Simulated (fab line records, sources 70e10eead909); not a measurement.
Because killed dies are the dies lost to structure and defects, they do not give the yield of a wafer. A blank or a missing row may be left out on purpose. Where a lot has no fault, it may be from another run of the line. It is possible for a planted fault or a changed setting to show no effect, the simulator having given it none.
Which tool is to blame? | flow nand_harc | Sampling: 11 lots, 31 wafers, 5 of 1159 route steps

## WHAT EACH GAUGE READ, for each wafer
NHARC_A_SOURCE_PLATE_THK_MEAS_09: measures by ellipsometry.
lot  | measured     | on            | thk_nm (nm)
L647 | day 7 03:05  | film_metro-02 | 9.1 9.5 8.7
L646 | day 7 03:05  | film_metro-01 | 11.8 8.9 8.8
L648 | day 7 16:20  | film_metro-02 | 11.1 9.5 9.8
L649 | day 7 16:20  | film_metro-01 | 8.5 10.0 11.4
L650 | day 7 16:21  | film_metro-02 | 9.7 11.4 10.3
L651 | day 8 01:56  | film_metro-01 | 8.8 10.0 7.6
L658 | day 10 04:13 | film_metro-01 | 10.3 8.0
L659 | day 10 04:13 | film_metro-02 | 10.1 11.0
L662 | day 10 23:22 | film_metro-01 | 12.9 9.3 10.3
L665 | day 11 19:44 | film_metro-01 | 9.2 9.5 9.7
L668 | day 12 06:41 | film_metro-01 | 10.9 7.9 9.8

NHARC_A_SOURCE_PLATE_THK_MEAS_06: measures by ellipsometry.
lot  | measured     | on            | thk_nm (nm)
L647 | day 7 16:47  | film_metro-01 | 204.5 201.7 203.4
L646 | day 7 16:47  | film_metro-01 | 198.6 202.8 204.1
L648 | day 8 05:34  | film_metro-01 | 202.1 200.8 198.5
L649 | day 8 05:34  | film_metro-02 | 198.9 199.3 198.5
L650 | day 8 05:34  | film_metro-01 | 199.2 197.6 197.5
L651 | day 8 15:02  | film_metro-01 | 199.9 200.1 201.2
L658 | day 10 17:53 | film_metro-01 | 201.6 201.6
L659 | day 10 17:54 | film_metro-01 | 198.2 200.8
L662 | day 11 14:29 | film_metro-01 | 204.0 201.9 202.7
L665 | day 12 09:25 | film_metro-01 | 199.4 199.8 199.3
L668 | day 12 19:31 | film_metro-02 | 198.7 199.9 196.3

NHARC_A_ONON_D1_THK_MEAS_18: measures by ellipsometry.
lot  | measured     | on            | thk_nm (nm)
L647 | day 8 02:47  | film_metro-02 | 997 997 997
L646 | day 8 02:48  | film_metro-01 | 999 1000 998
L648 | day 8 15:38  | film_metro-02 | 1022 1021 1021
L649 | day 8 15:37  | film_metro-01 | 1015 1015 1016
L650 | day 8 15:38  | film_metro-01 | 987 990 987
L651 | day 9 01:23  | film_metro-01 | 990 992 993
L658 | day 11 04:13 | film_metro-01 | 1810 1811
L659 | day 11 03:50 | film_metro-01 | 1814 1814
L662 | day 12 00:29 | film_metro-02 | 996 997 996
L665 | day 12 21:37 | film_metro-02 | 1003 1004 1004
L668 | day 13 06:29 | film_metro-02 | 998 998 997

NHARC_END_SORT_01.
lot  | measured     | on        | killed_at_array | killed_at_other | killed_at_periphery | killed_dies | killed_open | killed_short
L658 | day 22 01:46 | prober-02 | 674 676         | 1 0             | 2 1                 | 677 677     | 2 3         | 4 2
L659 | day 22 01:44 | prober-01 | 676 674         | 0 0             | 1 3                 | 677 677     | 0 6         | 1 1

## WHICH TOOL RAN EACH LOT (tool, then ch and the chambers of the sampled wafers, then the start)
lot  | NHARC_A_ONON_D1_DEP_16
L647 | pecvd_onon-04 ch 0, day 8 02:17
L646 | pecvd_onon-02 ch 0, day 8 02:17
L648 | pecvd_onon-02 ch 0, day 8 15:07
L649 | pecvd_onon-03 ch 0, day 8 15:06
L650 | pecvd_onon-04 ch 0, day 8 15:06
L651 | pecvd_onon-04 ch 0, day 9 00:56
L658 | pecvd_onon-03 ch 0, day 11 03:41
L659 | pecvd_onon-03 ch 0, day 11 03:20
L662 | pecvd_onon-04 ch 0, day 11 23:59
L665 | pecvd_onon-02 ch 0, day 12 21:11
L668 | pecvd_onon-04 ch 0, day 13 05:58
- NHARC_A_ONON_D1_DEP_16: target thk 1000 nm.

## WHAT THE TOOLS THEMSELVES READ (means of the sampled wafers that have a number; where no wafer has one, the mark that the record gives instead)
NHARC_A_ONON_D1_DEP_16.
lot  | tool          | n2_flow_sccm (sccm)
L647 | pecvd_onon-04 | 2741
L646 | pecvd_onon-02 | 2754
L648 | pecvd_onon-02 | 2758
L649 | pecvd_onon-03 | 2746
L650 | pecvd_onon-04 | 2750
L651 | pecvd_onon-04 | 2749
L658 | pecvd_onon-03 | 2758
L659 | pecvd_onon-03 | 2761
L662 | pecvd_onon-04 | 2759
L665 | pecvd_onon-02 | 2748
L668 | pecvd_onon-04 | 2744

## THE ANSWER, worked out from the rows above alone
Rule: what is usual is taken from the lots themselves. Put in order of their means at a reading, lots are off if they are a third of the lots or fewer, leave a main group of 4 or more, and stand apart from it by a gap of 3 or more times the standard deviation of the main group's means; of several such gaps the widest counts. Not used: any main group whose means are identical at the precision the tables above print for the reading. A lot without any number at a reading at which 4 lots or more have one is off too. All remaining lots with rows at the step are treated as sound. The gauges are gone through in route order, then the tools' own readings, and for those a lot's mean is taken as printed above. At the first step where some lot is off, the reading lying furthest off is the one used; lots without a number count as furthest.
Off at NHARC_A_ONON_D1_THK_MEAS_18 (thk_nm): L658, L659. The main group: mean 1001 nm, standard deviation 10.
A tool fits if, at a process step before that reading, it ran every lot that is off, and no sound lot after the first of them. The gauges at NHARC_A_ONON_D1_THK_MEAS_18 are tried like those tools. Undecided on this evidence; 2 tools fit (pecvd_onon-03 at NHARC_A_ONON_D1_DEP_16, film_metro-01 at NHARC_A_ONON_D1_THK_MEAS_18).

## WHAT THE SIMULATOR HAD INSERTED
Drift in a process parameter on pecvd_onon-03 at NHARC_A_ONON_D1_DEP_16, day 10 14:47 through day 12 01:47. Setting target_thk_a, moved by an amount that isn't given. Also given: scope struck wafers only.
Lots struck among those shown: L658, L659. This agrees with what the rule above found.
